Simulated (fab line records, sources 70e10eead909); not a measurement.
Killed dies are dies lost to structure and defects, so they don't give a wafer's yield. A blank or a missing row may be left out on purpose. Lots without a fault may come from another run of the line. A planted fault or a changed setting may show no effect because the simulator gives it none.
Chamber matching | flow nand_harc | NHARC_P_ZERO_WELL_DESCUM_54 on rie_diel-04: 4 sister chambers
The step chemistry O2, time 3 s. 8 wafers are shown with their chamber, then 9 later ones without.

WAFERS WITH THEIR CHAMBER
wafer  | chamber | showerhead_plenum_p_Torr (Torr) | drypump_motor_current_A (A)
L076.5 | 3       | 1.81                            | 5.5
L078.3 | 2       | 1.77                            | 5.1
L078.6 | 1       | 1.93                            | 5.7
L082.1 | 3       | 1.81                            | 5.5
L082.5 | 1       | 1.92                            | 5.8
L083.1 | 0       | 1.80                            | 6.7
L083.4 | 2       | 1.76                            | 5.1
L083.5 | 0       | 1.80                            | 6.7

WAFERS WITHOUT THEIR CHAMBER
wafer  | showerhead_plenum_p_Torr (Torr) | drypump_motor_current_A (A)
L086.2 | 1.92                            | 5.8
L086.4 | 1.76                            | 5.2
L086.6 | 1.92                            | 5.8
L089.1 | 1.80                            | 5.5
L089.2 | 1.76                            | 5.1
L089.4 | 1.79                            | 6.7
L094.2 | 1.79                            | 6.7
L094.3 | 1.91                            | 5.7
L094.5 | 1.79                            | 6.7

WHICH CHAMBER EACH WENT THROUGH
wafer  | from the rows above | in truth
L086.2 | 1                   | 1
L086.4 | 2                   | 2
L086.6 | 1                   | 1
L089.1 | 3                   | 3
L089.2 | 2                   | 2
L089.4 | 0                   | 0
L094.2 | 0                   | 0
L094.3 | 1                   | 1
L094.5 | 0                   | 0
Placed correctly: 9 of 9. Can't be placed from these rows: 0. Placed wrongly: 0.
How it was worked out, from the rows above alone: a wafer's distance from a chamber is the root of the sum, over the readings, of the square of ((its reading less the chamber's mean) divided by the reading's scatter). The wafer belongs to the nearest chamber; if the next one is less than 2 further off, it can't be placed. A chamber's mean is the mean of its shown wafers. The scatter: the root of (the sum of the squares of (reading less its chamber's mean) over the shown wafers, divided by (wafers less chambers)).
